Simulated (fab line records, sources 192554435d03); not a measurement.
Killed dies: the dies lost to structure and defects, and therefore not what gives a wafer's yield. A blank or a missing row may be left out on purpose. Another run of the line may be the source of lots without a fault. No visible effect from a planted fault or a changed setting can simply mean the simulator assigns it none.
Split-lot study -- flow n5_finfet -- route with 1938 steps; 7 lots, 39 wafers read

## THE SPLIT ITSELF
At N5_BEOL_M11_ETCH_62 (etches SOC in N2/H2, target depth 110 nm, overetch 22 nm, time 165 s), the setting time_s was moved away from the recipe's 165 s on 15 of the 39 wafers read, by -41.7% to +38.8%. This setting was run at the recipe's value on the other wafers.

The split's own step is where the reading is taken.

## THE READING
SiARC_of_BEOL_M11_COAT_60.thk_nm (the simulator's own value, which no gauge read), in nm, at N5_BEOL_M11_ETCH_62 (etches SOC in N2/H2, target depth 110 nm, overetch 22 nm, time 165 s). The file does not state a usual value for it. Here, 24 wafers ran the recipe; their average is 23.6 nm with a standard deviation of 0.27 nm.

wafer,"tool, chamber at the split","time_s as run, s",against the recipe,"SiARC_of_BEOL_M11_COAT_60.thk_nm, nm",against lot-mates on the recipe
L077.1,"rie_diel-03, 2",165,recipe,24,-
L077.2,"rie_diel-03, 1",165,recipe,23.8,-
L077.3,"rie_diel-03, 0",165,recipe,23.8,-
L077.4,"rie_diel-03, 3",165,recipe,23.4,-
L077.5,"rie_diel-03, 1,0",165,recipe,23.8,-
L077.6,"rie_diel-03, 1,0",165,recipe,23.8,-
L079.2,"rie_diel-03, 2",165,recipe,24,-
L079.6,"rie_diel-03, 2",165,recipe,24,-
L079.3,"rie_diel-03, 3",165,recipe,23.2,-
L084.1,"rie_diel-03, 2",165,recipe,23.8,-
L084.2,"rie_diel-03, 3",165,recipe,23.2,-
L084.3,"rie_diel-03, 1",114.4,-30.7%,25.6,+2.1
L084.4,"rie_diel-03, 0",165,recipe,23.6,-
L084.5,"rie_diel-03, 1",114.4,-30.7%,25.6,+2.1
L084.6,"rie_diel-03, 0",114.4,-30.7%,25.6,+2.1
L091.1,"rie_diel-04, 1",165,recipe,23.6,-
L091.2,"rie_diel-04, 3,2",165,recipe,23.4,-
L091.4,"rie_diel-04, 3,2",165,recipe,23.4,-
L091.3,"rie_diel-04, 0",194.7,+18.0%,22.2,-1.3
L091.5,"rie_diel-04, 0",194.7,+18.0%,22.2,-1.3
L091.6,"rie_diel-04, 3",194.7,+18.0%,22.2,-1.3
L088.1,"rie_diel-04, 0",229.1,+38.8%,20.8,-2.7
L088.2,"rie_diel-04, 3",165,recipe,23.6,-
L088.3,"rie_diel-04, 2",229.1,+38.8%,21,-2.5
L088.4,"rie_diel-04, 1",165,recipe,23.8,-
L088.5,"rie_diel-04, 0",165,recipe,23.2,-
L088.6,"rie_diel-04, 3",229.1,+38.8%,21,-2.5
L090.1,"rie_diel-01, 2",165,recipe,23.8,-
L090.2,"rie_diel-01, 0",96.14,-41.7%,26.2,+2.7
L090.3,"rie_diel-01, 3",165,recipe,23.2,-
L090.4,"rie_diel-01, 1",165,recipe,23.6,-
L090.5,"rie_diel-01, 1",96.14,-41.7%,26.4,+2.9
L090.6,"rie_diel-01, 0",96.14,-41.7%,26.2,+2.7
L096.1,"rie_diel-03, 0",165,recipe,23.6,-
L096.2,"rie_diel-03, 2",165,recipe,24,-
L096.3,"rie_diel-03, 3",196.9,+19.3%,22,-1.7
L096.4,"rie_diel-03, 1",165,recipe,23.4,-
L096.5,"rie_diel-03, 3",196.9,+19.3%,21.8,-1.9
L096.6,"rie_diel-03, 2",196.9,+19.3%,22.6,-1.1
Rows listing several chambers each stand for several wafers; the file does not say which wafer went through which chamber.

THE FIT
A straight line over all 39 wafers: SiARC_of_BEOL_M11_COAT_60.thk_nm changes by -0.0674 nm for each +1% of time_s; r = -0.98; the points scatter about the line by 0.25 nm.
The same after taking each lot's own level away (the mean of its wafers on the recipe; 39 wafers): -0.0677 nm for each +1%; r = -0.99; scatter 0.23 nm.
On that fit, the largest move of time_s shifts the reading by 2.8 nm.
Measured against the standard deviation above, the lots' own levels, which go from 23.47 to 23.77 nm, span 1.1 times it.
The two slopes are in agreement: the lot-to-lot level therefore moves the slope only a little.
Check: with one of the wafers moved furthest among these (-41.7%) left out of the fit, the line predicts +2.82 nm for it against its lot-mates. Against them it came out at +2.67 nm.

## THESE WAFERS: OTHER SPLITS
Before the reading, these wafers also passed through other splits. Each is held against what the fit with the lots' levels taken away leaves over:
other split on the same wafers,wafers away from the commonest value,r with SiARC_of_BEOL_M11_COAT_60.thk_nm (lot level and that fit taken away)
N5_SPACER0_ALD_07 target_thk_a,12,-0.12
N5_MOL_CONTACT_COAG_ETCHBACK_135 time_s,12,+0.20
N5_BEOL_M2_ILD_DEP_00 time_s,12,+0.03
N5_BEOL_M7_ILD_DEP_00 time_s,18,-0.08
N5_BEOL_M8_ALD_77 ald_cycles,15,-0.31

## THE WHOLE CHAIN: every reading that the file lists as answering this split, in the file's order
step,what it does,reading,change (the file's fit),r (the file's)
N5_BEOL_M11_ETCH_62,"etches SOC in N2/H2, target depth 110 nm, overetch 22 nm, time 165 s","etch.depth_nm (the simulator's own value, which no gauge read)","not straight: 76.4 at the lowest setting, 100.1 at the recipe, 100.2 at the highest",not given
N5_BEOL_M11_ETCH_62,"etches SOC in N2/H2, target depth 110 nm, overetch 22 nm, time 165 s","SiARC_of_BEOL_M11_COAT_60.thk_nm (the simulator's own value, which no gauge read)",-0.0677 nm for each +1% of the setting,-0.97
N5_BEOL_M11_OCD_MEAS_38,,trench_depth_nm,"not straight: 1 at the lowest setting, 148 at the recipe, 149 at the highest",not given

## THE FILE'S OWN FIT
SiARC_of_BEOL_M11_COAT_60.thk_nm changes by -0.0677 nm for each +1% of time_s, r = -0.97.
